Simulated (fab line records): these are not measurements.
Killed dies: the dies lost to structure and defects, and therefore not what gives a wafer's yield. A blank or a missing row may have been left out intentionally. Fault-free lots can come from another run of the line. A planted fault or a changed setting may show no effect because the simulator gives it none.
fab line records / flow nandHarc / part 2 of 2: steps 5 to 6 of 6
record lots=21 wafers=63 lastDay=24
route steps=1159 shown A_CHANNEL_HOLE_D1@478 A_STAIRCASE@532
lots that met no fault: taken from a fault-free run of the same line
startH: hours from the record's opening day to when the first of the lot's shown wafers began / waitH: hours since the lot's step before / " the same as in the row above / L1.1+2: one row covering several wafers at once / - no value, or no start given / * or withheld: withheld / < > ~ a bound
route shown NAME@n: a module of which the file shows steps, and the number in the route of the first / usual: mean and standard deviation over wafers with no fault / same: alike in all rows / chamber/n: place in a boat / sites: per-site readings / _std_site: the standard deviation of these / _edge_site: mean of outer sites minus mean of inner sites / radiusMm: how far each site lies from the wafer's centre / mask NAME#n: copy n / behind: tool/chamber where the wafer was last shaped / hold: the reason the lot was held/the length of the hold in hours/how it ended / device: transistor that didn't switch, given as n, p or np / end of line: the same wafers' tests at the end of the route / step lacking rows: just its recipe / killed: the dies lost at the first sort to structure and to defects; this is not the yield of the wafer / map: a wafer's dies, x killed, . not, _ none there
set.NAME: setting as actually run; set.NAME@STEP: the setting as run at that earlier step / model.NAME: the simulator's own value behind a step, which no gauge read
steps of the route over a sample of lots; a table a step, a row a wafer
services: the hour from which a tool's chamber was out of use, counted from the record's first day as startH (under 0 if before that day), plus the number of hours and why
## steps
# step NHARC_A_STAIRCASE_TRIM_22
# recipe timeS=211.2 o2FlowSccm=500 arFlowSccm=0 biasW=0 chemistry=O2
# usual drypumpMotorCurrentA=5.69/0.29 oesProductAu=1.000/0.0095 rfVppV=57.7/0.86 showerheadPlenumPTorr=3.47/0.15 throttleValvePct=17.037/0.0092
lot.wafer=L074.3 tool=rieDiel-05 chamber=3 startH=- waitH=- drypumpMotorCurrentA=5.55 oesProductAu=1.002 rfHoursCounterH=29 rfVppV=57.1 showerheadPlenumPTorr=3.67 throttleValvePct=17.048
lot.wafer=L074.1 tool=rieDiel-05 chamber=0 startH=- waitH=- drypumpMotorCurrentA=5.61 oesProductAu=0.976 rfHoursCounterH=25 rfVppV=56.9 showerheadPlenumPTorr=3.39 throttleValvePct=17.039
lot.wafer=L074.6 tool=rieDiel-05 chamber=1 startH=- waitH=- drypumpMotorCurrentA=5.69 oesProductAu=1.004 rfHoursCounterH=- rfVppV=58.3 showerheadPlenumPTorr=3.61 throttleValvePct=17.051
lot.wafer=L076.4 tool=rieDiel-05 chamber=0 startH=- waitH=- drypumpMotorCurrentA=5.61 oesProductAu=0.990 rfHoursCounterH=27 rfVppV=56.6 showerheadPlenumPTorr=3.39 throttleValvePct=17.039
lot.wafer=L076.2 tool=rieDiel-05 chamber=3 startH=- waitH=- drypumpMotorCurrentA=5.54 oesProductAu=0.997 rfHoursCounterH=31 rfVppV=57.2 showerheadPlenumPTorr=3.66 throttleValvePct=17.035
lot.wafer=L076.5 tool=rieDiel-05 chamber=1 startH=- waitH=- drypumpMotorCurrentA=5.70 oesProductAu=1.011 rfHoursCounterH=- rfVppV=57.5 showerheadPlenumPTorr=3.61 throttleValvePct=17.036
lot.wafer=L078.1 tool=rieDiel-11 chamber=2 startH=- waitH=- drypumpMotorCurrentA=5.96 oesProductAu=0.990 rfHoursCounterH=19 rfVppV=58.3 showerheadPlenumPTorr=3.38 throttleValvePct=17.050
lot.wafer=L078.4 tool=rieDiel-11 chamber=3 startH=- waitH=- drypumpMotorCurrentA=5.37 oesProductAu=1.001 rfHoursCounterH=14 rfVppV=60.0 showerheadPlenumPTorr=3.67 throttleValvePct=17.041
lot.wafer=L078.6 tool=rieDiel-11 chamber=2 startH=- waitH=- drypumpMotorCurrentA=5.96 oesProductAu=0.991 rfHoursCounterH=- rfVppV=57.1 showerheadPlenumPTorr=3.38 throttleValvePct=17.032
lot.wafer=L075.3 tool=rieDiel-11 chamber=1 startH=- waitH=- drypumpMotorCurrentA=5.63 oesProductAu=0.996 rfHoursCounterH=20 rfVppV=57.0 showerheadPlenumPTorr=3.33 throttleValvePct=17.046
lot.wafer=L075.6 tool=rieDiel-11 chamber=2 startH=- waitH=- drypumpMotorCurrentA=5.94 oesProductAu=1.009 rfHoursCounterH=- rfVppV=58.4 showerheadPlenumPTorr=3.37 throttleValvePct=17.028
lot.wafer=L075.5 tool=rieDiel-11 chamber=3 startH=- waitH=- drypumpMotorCurrentA=5.40 oesProductAu=0.995 rfHoursCounterH=- rfVppV=58.4 showerheadPlenumPTorr=3.67 throttleValvePct=17.035
lot.wafer=L079.4 tool=rieDiel-11 chamber=1 startH=- waitH=- drypumpMotorCurrentA=5.61 oesProductAu=0.982 rfHoursCounterH=21 rfVppV=56.6 showerheadPlenumPTorr=3.33 throttleValvePct=17.047
lot.wafer=L079.1 tool=rieDiel-11 chamber=3 startH=- waitH=- drypumpMotorCurrentA=5.39 oesProductAu=0.988 rfHoursCounterH=18 rfVppV=57.6 showerheadPlenumPTorr=3.67 throttleValvePct=17.031
lot.wafer=L079.6 tool=rieDiel-11 chamber=0 startH=- waitH=- drypumpMotorCurrentA=6.14 oesProductAu=1.010 rfHoursCounterH=- rfVppV=57.2 showerheadPlenumPTorr=3.38 throttleValvePct=17.029
lot.wafer=L081.3 tool=rieDiel-11 chamber=3 startH=- waitH=- drypumpMotorCurrentA=5.40 oesProductAu=0.994 rfHoursCounterH=25 rfVppV=58.0 showerheadPlenumPTorr=3.67 throttleValvePct=17.029
lot.wafer=L081.2 tool=rieDiel-11 chamber=0 startH=- waitH=- drypumpMotorCurrentA=6.14 oesProductAu=1.003 rfHoursCounterH=24 rfVppV=57.7 showerheadPlenumPTorr=3.38 throttleValvePct=17.025
lot.wafer=L081.4 tool=rieDiel-11 chamber=1 startH=- waitH=- drypumpMotorCurrentA=5.62 oesProductAu=0.991 rfHoursCounterH=27 rfVppV=57.5 showerheadPlenumPTorr=3.33 throttleValvePct=17.030
lot.wafer=L082.4 tool=rieDiel-02 chamber=0 startH=- waitH=- drypumpMotorCurrentA=5.10 oesProductAu=1.003 rfHoursCounterH=48 rfVppV=57.0 showerheadPlenumPTorr=3.28 throttleValvePct=17.030
lot.wafer=L082.3 tool=rieDiel-02 chamber=2 startH=- waitH=- drypumpMotorCurrentA=5.86 oesProductAu=1.007 rfHoursCounterH=45 rfVppV=57.9 showerheadPlenumPTorr=3.33 throttleValvePct=17.042
lot.wafer=L082.6 tool=rieDiel-02 chamber=0 startH=- waitH=- drypumpMotorCurrentA=5.09 oesProductAu=1.006 rfHoursCounterH=- rfVppV=55.9 showerheadPlenumPTorr=3.28 throttleValvePct=17.030
lot.wafer=L083.1 tool=rieDiel-11 chamber=1 startH=- waitH=- drypumpMotorCurrentA=5.65 oesProductAu=0.991 rfHoursCounterH=30 rfVppV=57.6 showerheadPlenumPTorr=3.33 throttleValvePct=17.035
lot.wafer=L083.5 tool=rieDiel-11 chamber=3 startH=- waitH=- drypumpMotorCurrentA=5.39 oesProductAu=0.982 rfHoursCounterH=- rfVppV=57.7 showerheadPlenumPTorr=3.66 throttleValvePct=17.024
lot.wafer=L083.6 tool=rieDiel-11 chamber=0 startH=- waitH=- drypumpMotorCurrentA=6.14 oesProductAu=1.002 rfHoursCounterH=- rfVppV=56.8 showerheadPlenumPTorr=3.37 throttleValvePct=17.035
lot.wafer=L084.1 tool=rieDiel-05 chamber=2 startH=- waitH=- drypumpMotorCurrentA=5.49 oesProductAu=0.989 rfHoursCounterH=48 rfVppV=58.1 showerheadPlenumPTorr=3.58 throttleValvePct=17.054
lot.wafer=L084.6 tool=rieDiel-05 chamber=2 startH=- waitH=- drypumpMotorCurrentA=5.51 oesProductAu=0.998 rfHoursCounterH=- rfVppV=59.6 showerheadPlenumPTorr=3.58 throttleValvePct=17.040
lot.wafer=L084.5 tool=rieDiel-05 chamber=3 startH=- waitH=- drypumpMotorCurrentA=5.53 oesProductAu=0.989 rfHoursCounterH=- rfVppV=57.3 showerheadPlenumPTorr=3.66 throttleValvePct=17.053
lot.wafer=L085.2 tool=rieDiel-02 chamber=0 startH=- waitH=- drypumpMotorCurrentA=5.10 oesProductAu=1.006 rfHoursCounterH=55 rfVppV=57.8 showerheadPlenumPTorr=3.28 throttleValvePct=17.024
lot.wafer=L085.4 tool=rieDiel-02 chamber=1 startH=- waitH=- drypumpMotorCurrentA=6.04 oesProductAu=1.010 rfHoursCounterH=52 rfVppV=56.4 showerheadPlenumPTorr=3.48 throttleValvePct=17.042
lot.wafer=L085.6 tool=rieDiel-02 chamber=3 startH=- waitH=- drypumpMotorCurrentA=5.69 oesProductAu=1.020 rfHoursCounterH=- rfVppV=58.5 showerheadPlenumPTorr=3.56 throttleValvePct=17.039
lot.wafer=L087.4 tool=rieDiel-11 chamber=1 startH=- waitH=- drypumpMotorCurrentA=5.63 oesProductAu=0.995 rfHoursCounterH=35 rfVppV=57.9 showerheadPlenumPTorr=3.32 throttleValvePct=17.031
lot.wafer=L087.3 tool=rieDiel-11 chamber=3 startH=- waitH=- drypumpMotorCurrentA=5.40 oesProductAu=0.997 rfHoursCounterH=33 rfVppV=58.6 showerheadPlenumPTorr=3.66 throttleValvePct=17.031
lot.wafer=L087.5 tool=rieDiel-11 chamber=1 startH=- waitH=- drypumpMotorCurrentA=5.63 oesProductAu=0.996 rfHoursCounterH=- rfVppV=56.5 showerheadPlenumPTorr=3.32 throttleValvePct=17.030
lot.wafer=L086.3 tool=rieDiel-11 chamber=3 startH=- waitH=- drypumpMotorCurrentA=5.38 oesProductAu=0.988 rfHoursCounterH=36 rfVppV=58.5 showerheadPlenumPTorr=3.66 throttleValvePct=17.041
lot.wafer=L086.1 tool=rieDiel-11 chamber=0 startH=- waitH=- drypumpMotorCurrentA=6.12 oesProductAu=1.008 rfHoursCounterH=36 rfVppV=57.5 showerheadPlenumPTorr=3.37 throttleValvePct=17.007
lot.wafer=L086.2 tool=rieDiel-11 chamber=1 startH=- waitH=- drypumpMotorCurrentA=5.62 oesProductAu=0.995 rfHoursCounterH=39 rfVppV=56.9 showerheadPlenumPTorr=3.32 throttleValvePct=17.037
lot.wafer=L089.3 tool=rieDiel-02 chamber=3 startH=- waitH=- drypumpMotorCurrentA=5.70 oesProductAu=1.017 rfHoursCounterH=63 rfVppV=58.7 showerheadPlenumPTorr=3.55 throttleValvePct=17.037
lot.wafer=L089.4 tool=rieDiel-02 chamber=1 startH=- waitH=- drypumpMotorCurrentA=6.01 oesProductAu=1.006 rfHoursCounterH=65 rfVppV=57.6 showerheadPlenumPTorr=3.48 throttleValvePct=17.053
lot.wafer=L089.6 tool=rieDiel-02 chamber=3 startH=- waitH=- drypumpMotorCurrentA=5.69 oesProductAu=1.013 rfHoursCounterH=- rfVppV=57.1 showerheadPlenumPTorr=3.55 throttleValvePct=17.032
lot.wafer=L088.1 tool=rieDiel-11 chamber=2 startH=- waitH=- drypumpMotorCurrentA=5.95 oesProductAu=0.990 rfHoursCounterH=45 rfVppV=58.5 showerheadPlenumPTorr=3.36 throttleValvePct=17.036
lot.wafer=L088.6 tool=rieDiel-11 chamber=2 startH=- waitH=- drypumpMotorCurrentA=5.97 oesProductAu=0.990 rfHoursCounterH=- rfVppV=58.1 showerheadPlenumPTorr=3.36 throttleValvePct=17.032
lot.wafer=L088.4 tool=rieDiel-11 chamber=0 startH=- waitH=- drypumpMotorCurrentA=6.14 oesProductAu=1.002 rfHoursCounterH=- rfVppV=57.9 showerheadPlenumPTorr=3.37 throttleValvePct=17.033
lot.wafer=L090.4 tool=rieDiel-02 chamber=3 startH=- waitH=- drypumpMotorCurrentA=5.65 oesProductAu=1.006 rfHoursCounterH=0 rfVppV=57.8 showerheadPlenumPTorr=3.55 throttleValvePct=17.034
lot.wafer=L090.2 tool=rieDiel-02 chamber=0 startH=- waitH=- drypumpMotorCurrentA=5.10 oesProductAu=1.018 rfHoursCounterH=0 rfVppV=57.5 showerheadPlenumPTorr=3.81 throttleValvePct=17.030
lot.wafer=L090.5 tool=rieDiel-02 chamber=2 startH=- waitH=- drypumpMotorCurrentA=5.85 oesProductAu=0.997 rfHoursCounterH=- rfVppV=57.9 showerheadPlenumPTorr=3.32 throttleValvePct=17.040
lot.wafer=L092.1 tool=rieDiel-11 chamber=2 startH=- waitH=- drypumpMotorCurrentA=5.98 oesProductAu=0.993 rfHoursCounterH=50 rfVppV=57.7 showerheadPlenumPTorr=3.36 throttleValvePct=17.034
lot.wafer=L092.5 tool=rieDiel-11 chamber=1 startH=- waitH=- drypumpMotorCurrentA=5.64 oesProductAu=0.976 rfHoursCounterH=- rfVppV=56.6 showerheadPlenumPTorr=3.32 throttleValvePct=17.036
lot.wafer=L092.4 tool=rieDiel-11 chamber=0 startH=- waitH=- drypumpMotorCurrentA=6.14 oesProductAu=1.000 rfHoursCounterH=- rfVppV=56.3 showerheadPlenumPTorr=3.36 throttleValvePct=17.038
lot.wafer=L091.3 tool=rieDiel-05 chamber=1 startH=- waitH=- drypumpMotorCurrentA=5.71 oesProductAu=1.003 rfHoursCounterH=54 rfVppV=58.1 showerheadPlenumPTorr=3.60 throttleValvePct=17.037
lot.wafer=L091.4 tool=rieDiel-05 chamber=2 startH=- waitH=- drypumpMotorCurrentA=5.51 oesProductAu=0.994 rfHoursCounterH=66 rfVppV=57.7 showerheadPlenumPTorr=3.57 throttleValvePct=17.043
lot.wafer=L091.5 tool=rieDiel-05 chamber=0 startH=- waitH=- drypumpMotorCurrentA=5.62 oesProductAu=0.995 rfHoursCounterH=- rfVppV=57.5 showerheadPlenumPTorr=3.38 throttleValvePct=17.047
lot.wafer=L093.1 tool=rieDiel-02 chamber=0 startH=- waitH=- drypumpMotorCurrentA=5.10 oesProductAu=1.021 rfHoursCounterH=4 rfVppV=58.9 showerheadPlenumPTorr=3.81 throttleValvePct=17.023
lot.wafer=L093.2 tool=rieDiel-02 chamber=1 startH=- waitH=- drypumpMotorCurrentA=6.02 oesProductAu=1.004 rfHoursCounterH=5 rfVppV=57.4 showerheadPlenumPTorr=3.47 throttleValvePct=17.037
lot.wafer=L093.5 tool=rieDiel-02 chamber=0 startH=- waitH=- drypumpMotorCurrentA=5.10 oesProductAu=1.017 rfHoursCounterH=- rfVppV=59.1 showerheadPlenumPTorr=3.81 throttleValvePct=17.040
lot.wafer=L094.2 tool=rieDiel-11 chamber=0 startH=- waitH=- drypumpMotorCurrentA=6.15 oesProductAu=1.013 rfHoursCounterH=52 rfVppV=56.5 showerheadPlenumPTorr=3.36 throttleValvePct=17.034
lot.wafer=L094.1 tool=rieDiel-11 chamber=1 startH=- waitH=- drypumpMotorCurrentA=5.64 oesProductAu=0.990 rfHoursCounterH=54 rfVppV=57.6 showerheadPlenumPTorr=3.31 throttleValvePct=17.047
lot.wafer=L094.3 tool=rieDiel-11 chamber=3 startH=- waitH=- drypumpMotorCurrentA=5.37 oesProductAu=0.981 rfHoursCounterH=38 rfVppV=58.6 showerheadPlenumPTorr=3.66 throttleValvePct=17.024
lot.wafer=L095.2 tool=rieDiel-11 chamber=0 startH=- waitH=- drypumpMotorCurrentA=6.12 oesProductAu=1.021 rfHoursCounterH=56 rfVppV=56.9 showerheadPlenumPTorr=3.36 throttleValvePct=17.036
lot.wafer=L095.6 tool=rieDiel-11 chamber=2 startH=- waitH=- drypumpMotorCurrentA=5.97 oesProductAu=1.002 rfHoursCounterH=- rfVppV=58.6 showerheadPlenumPTorr=3.35 throttleValvePct=17.040
lot.wafer=L095.5 tool=rieDiel-11 chamber=3 startH=- waitH=- drypumpMotorCurrentA=5.39 oesProductAu=0.993 rfHoursCounterH=- rfVppV=58.0 showerheadPlenumPTorr=3.66 throttleValvePct=17.035
lot.wafer=L097.1 tool=rieDiel-02 chamber=1 startH=- waitH=- drypumpMotorCurrentA=6.00 oesProductAu=0.991 rfHoursCounterH=15 rfVppV=58.6 showerheadPlenumPTorr=3.47 throttleValvePct=17.048
lot.wafer=L097.5 tool=rieDiel-02 chamber=3 startH=- waitH=- drypumpMotorCurrentA=5.69 oesProductAu=1.003 rfHoursCounterH=- rfVppV=55.4 showerheadPlenumPTorr=3.54 throttleValvePct=17.029
lot.wafer=L097.6 tool=rieDiel-02 chamber=0 startH=- waitH=- drypumpMotorCurrentA=5.11 oesProductAu=1.019 rfHoursCounterH=- rfVppV=58.6 showerheadPlenumPTorr=3.80 throttleValvePct=17.031
# step NHARC_A_STAIRCASE_ETCH_23
# recipe targetDepthA=1000 timeS=40.5 ionEnergyEv=400 c4f8FlowSccm=20 o2FlowSccm=10 arFlowSccm=withheld rfW=600 biasW=1000 chemistry=C4F8/O2
# usual oesProductAu=0.944/0.012 rfVppV=894/5.4
lot.wafer=L074.1 tool=rieDiel-05 chamber=3 startH=- waitH=- oesProductAu=0.952 rfHoursCounterH=29 rfVppV=901
lot.wafer=L074.3 tool=rieDiel-05 chamber=0 startH=- waitH=- oesProductAu=0.945 rfHoursCounterH=25 rfVppV=892
lot.wafer=L074.6 tool=rieDiel-05 chamber=1 startH=- waitH=- oesProductAu=0.946 rfHoursCounterH=- rfVppV=899
lot.wafer=L076.2 tool=rieDiel-05 chamber=3 startH=- waitH=- oesProductAu=0.928 rfHoursCounterH=31 rfVppV=901
lot.wafer=L076.4 tool=rieDiel-05 chamber=0 startH=- waitH=- oesProductAu=0.924 rfHoursCounterH=27 rfVppV=892
lot.wafer=L076.5 tool=rieDiel-05 chamber=1 startH=- waitH=- oesProductAu=0.939 rfHoursCounterH=- rfVppV=898
lot.wafer=L078.4 tool=rieDiel-11 chamber=3 startH=- waitH=- oesProductAu=0.913 rfHoursCounterH=14 rfVppV=901
lot.wafer=L078.1 tool=rieDiel-11 chamber=0 startH=- waitH=- oesProductAu=0.949 rfHoursCounterH=14 rfVppV=890
lot.wafer=L078.6 tool=rieDiel-11 chamber=3 startH=- waitH=- oesProductAu=0.930 rfHoursCounterH=- rfVppV=900
lot.wafer=L075.3 tool=rieDiel-11 chamber=0 startH=- waitH=- oesProductAu=0.959 rfHoursCounterH=17 rfVppV=888
lot.wafer=L075.5 tool=rieDiel-11 chamber=1 startH=- waitH=- oesProductAu=0.939 rfHoursCounterH=- rfVppV=890
lot.wafer=L075.6 tool=rieDiel-11 chamber=2 startH=- waitH=- oesProductAu=0.938 rfHoursCounterH=- rfVppV=890
lot.wafer=L079.4 tool=rieDiel-11 chamber=0 startH=- waitH=- oesProductAu=0.965 rfHoursCounterH=17 rfVppV=891
lot.wafer=L079.1 tool=rieDiel-11 chamber=2 startH=- waitH=- oesProductAu=0.949 rfHoursCounterH=23 rfVppV=890
lot.wafer=L079.6 tool=rieDiel-11 chamber=0 startH=- waitH=- oesProductAu=0.962 rfHoursCounterH=- rfVppV=890
lot.wafer=L081.2 tool=rieDiel-11 chamber=1 startH=- waitH=- oesProductAu=0.929 rfHoursCounterH=28 rfVppV=889
lot.wafer=L081.4 tool=rieDiel-11 chamber=2 startH=- waitH=- oesProductAu=0.928 rfHoursCounterH=30 rfVppV=890
lot.wafer=L081.3 tool=rieDiel-11 chamber=0 startH=- waitH=- oesProductAu=0.936 rfHoursCounterH=24 rfVppV=891
lot.wafer=L082.3 tool=rieDiel-02 chamber=0 startH=- waitH=- oesProductAu=0.935 rfHoursCounterH=49 rfVppV=885
lot.wafer=L082.4 tool=rieDiel-02 chamber=1 startH=- waitH=- oesProductAu=0.942 rfHoursCounterH=45 rfVppV=895
lot.wafer=L082.6 tool=rieDiel-02 chamber=3 startH=- waitH=- oesProductAu=0.957 rfHoursCounterH=- rfVppV=898
lot.wafer=L083.1 tool=rieDiel-11 chamber=1 startH=- waitH=- oesProductAu=0.926 rfHoursCounterH=30 rfVppV=887
lot.wafer=L083.6 tool=rieDiel-11 chamber=1 startH=- waitH=- oesProductAu=0.924 rfHoursCounterH=- rfVppV=889
lot.wafer=L083.5 tool=rieDiel-11 chamber=2 startH=- waitH=- oesProductAu=0.934 rfHoursCounterH=- rfVppV=889
lot.wafer=L084.1 tool=rieDiel-05 chamber=1 startH=- waitH=- oesProductAu=0.950 rfHoursCounterH=43 rfVppV=899
lot.wafer=L084.5 tool=rieDiel-05 chamber=3 startH=- waitH=- oesProductAu=0.948 rfHoursCounterH=- rfVppV=902
lot.wafer=L084.6 tool=rieDiel-05 chamber=1 startH=- waitH=- oesProductAu=0.939 rfHoursCounterH=- rfVppV=898
lot.wafer=L085.2 tool=rieDiel-02 chamber=3 startH=- waitH=- oesProductAu=0.957 rfHoursCounterH=53 rfVppV=898
lot.wafer=L085.4 tool=rieDiel-02 chamber=1 startH=- waitH=- oesProductAu=0.948 rfHoursCounterH=52 rfVppV=893
lot.wafer=L085.6 tool=rieDiel-02 chamber=3 startH=- waitH=- oesProductAu=0.941 rfHoursCounterH=- rfVppV=897
lot.wafer=L087.3 tool=rieDiel-11 chamber=3 startH=- waitH=- oesProductAu=0.952 rfHoursCounterH=33 rfVppV=901
lot.wafer=L087.4 tool=rieDiel-11 chamber=0 startH=- waitH=- oesProductAu=0.964 rfHoursCounterH=33 rfVppV=889
lot.wafer=L087.5 tool=rieDiel-11 chamber=2 startH=- waitH=- oesProductAu=0.952 rfHoursCounterH=- rfVppV=892
lot.wafer=L086.2 tool=rieDiel-11 chamber=3 startH=- waitH=- oesProductAu=0.934 rfHoursCounterH=36 rfVppV=900
lot.wafer=L086.1 tool=rieDiel-11 chamber=1 startH=- waitH=- oesProductAu=0.948 rfHoursCounterH=39 rfVppV=888
lot.wafer=L086.3 tool=rieDiel-11 chamber=2 startH=- waitH=- oesProductAu=0.940 rfHoursCounterH=41 rfVppV=890
lot.wafer=L089.4 tool=rieDiel-02 chamber=0 startH=- waitH=- oesProductAu=0.959 rfHoursCounterH=66 rfVppV=885
lot.wafer=L089.3 tool=rieDiel-02 chamber=3 startH=- waitH=- oesProductAu=0.949 rfHoursCounterH=64 rfVppV=897
lot.wafer=L089.6 tool=rieDiel-02 chamber=1 startH=- waitH=- oesProductAu=0.946 rfHoursCounterH=- rfVppV=893
lot.wafer=L088.1 tool=rieDiel-11 chamber=0 startH=- waitH=- oesProductAu=0.940 rfHoursCounterH=41 rfVppV=891
lot.wafer=L088.6 tool=rieDiel-11 chamber=1 startH=- waitH=- oesProductAu=0.933 rfHoursCounterH=- rfVppV=890
lot.wafer=L088.4 tool=rieDiel-11 chamber=2 startH=- waitH=- oesProductAu=0.934 rfHoursCounterH=- rfVppV=891
lot.wafer=L090.4 tool=rieDiel-02 chamber=3 startH=- waitH=- oesProductAu=0.956 rfHoursCounterH=0 rfVppV=897
lot.wafer=L090.2 tool=rieDiel-02 chamber=0 startH=- waitH=- oesProductAu=0.982 rfHoursCounterH=0 rfVppV=906
lot.wafer=L090.5 tool=rieDiel-02 chamber=3 startH=- waitH=- oesProductAu=0.958 rfHoursCounterH=- rfVppV=896
lot.wafer=L092.1 tool=rieDiel-11 chamber=0 startH=- waitH=- oesProductAu=0.956 rfHoursCounterH=46 rfVppV=889
lot.wafer=L092.5 tool=rieDiel-11 chamber=2 startH=- waitH=- oesProductAu=0.934 rfHoursCounterH=- rfVppV=890
lot.wafer=L092.4 tool=rieDiel-11 chamber=0 startH=- waitH=- oesProductAu=0.961 rfHoursCounterH=- rfVppV=890
lot.wafer=L091.4 tool=rieDiel-05 chamber=3 startH=- waitH=- oesProductAu=0.948 rfHoursCounterH=64 rfVppV=900
lot.wafer=L091.3 tool=rieDiel-05 chamber=1 startH=- waitH=- oesProductAu=0.944 rfHoursCounterH=54 rfVppV=897
lot.wafer=L091.5 tool=rieDiel-05 chamber=3 startH=- waitH=- oesProductAu=0.946 rfHoursCounterH=- rfVppV=900
lot.wafer=L093.1 tool=rieDiel-02 chamber=0 startH=- waitH=- oesProductAu=0.947 rfHoursCounterH=5 rfVppV=907
lot.wafer=L093.2 tool=rieDiel-02 chamber=2 startH=- waitH=- oesProductAu=0.938 rfHoursCounterH=5 rfVppV=888
lot.wafer=L093.5 tool=rieDiel-02 chamber=0 startH=- waitH=- oesProductAu=0.946 rfHoursCounterH=- rfVppV=905
lot.wafer=L094.3 tool=rieDiel-11 chamber=1 startH=- waitH=- oesProductAu=0.928 rfHoursCounterH=54 rfVppV=888
lot.wafer=L094.1 tool=rieDiel-11 chamber=2 startH=- waitH=- oesProductAu=0.935 rfHoursCounterH=56 rfVppV=891
lot.wafer=L094.2 tool=rieDiel-11 chamber=0 startH=- waitH=- oesProductAu=0.951 rfHoursCounterH=52 rfVppV=890
lot.wafer=L095.2 tool=rieDiel-11 chamber=3 startH=- waitH=- oesProductAu=0.941 rfHoursCounterH=41 rfVppV=901
lot.wafer=L095.6 tool=rieDiel-11 chamber=3 startH=- waitH=- oesProductAu=0.937 rfHoursCounterH=- rfVppV=901
lot.wafer=L095.5 tool=rieDiel-11 chamber=0 startH=- waitH=- oesProductAu=0.967 rfHoursCounterH=- rfVppV=889
lot.wafer=L097.1 tool=rieDiel-02 chamber=2 startH=- waitH=- oesProductAu=0.965 rfHoursCounterH=16 rfVppV=888
lot.wafer=L097.6 tool=rieDiel-02 chamber=1 startH=- waitH=- oesProductAu=0.948 rfHoursCounterH=- rfVppV=893
lot.wafer=L097.5 tool=rieDiel-02 chamber=2 startH=- waitH=- oesProductAu=0.946 rfHoursCounterH=- rfVppV=888
## services
tool=rieDiel-05 chamber=- startH=163.70 hours=9.0 kind=pm
tool=rieDiel-11 chamber=- startH=190.18 hours=9.0 kind=pm
tool=rieDiel-12 chamber=- startH=202.40 hours=9.0 kind=pm
tool=rieDiel-01 chamber=2 startH=217.22 hours=9.7 kind=repair
tool=rieDiel-05 chamber=1 startH=223.34 hours=2.1 kind=repair
tool=rieDiel-11 chamber=3 startH=230.67 hours=8.3 kind=repair
tool=rieDiel-11 chamber=0 startH=231.29 hours=6.4 kind=repair
tool=rieDiel-12 chamber=2 startH=245.34 hours=5.4 kind=repair
tool=rieDiel-01 chamber=0 startH=263.99 hours=8.1 kind=repair
tool=rieDiel-02 chamber=2 startH=274.32 hours=1.4 kind=repair
tool=rieDiel-01 chamber=1 startH=278.15 hours=5.3 kind=repair
tool=rieDiel-11 chamber=3 startH=278.25 hours=3.4 kind=repair
tool=rieDiel-05 chamber=0 startH=294.72 hours=5.7 kind=repair
tool=rieDiel-02 chamber=0 startH=303.23 hours=3.9 kind=repair
tool=rieDiel-05 chamber=1 startH=305.50 hours=14.4 kind=repair
tool=harEtch-01 chamber=- startH=306.66 hours=17.0 kind=pm
tool=rieDiel-01 chamber=- startH=314.92 hours=9.0 kind=pm
tool=rieDiel-11 chamber=3 startH=319.62 hours=27.1 kind=repair
tool=rieDiel-11 chamber=2 startH=319.79 hours=1.4 kind=repair
tool=rieDiel-02 chamber=- startH=327.82 hours=9.0 kind=pm
tool=rieDiel-05 chamber=- startH=340.70 hours=9.0 kind=pm
tool=rieDiel-05 chamber=- startH=352.65 hours=0.9 kind=repair
tool=rieDiel-11 chamber=- startH=367.18 hours=9.0 kind=pm
tool=rieDiel-05 chamber=3 startH=381.74 hours=12.5 kind=repair
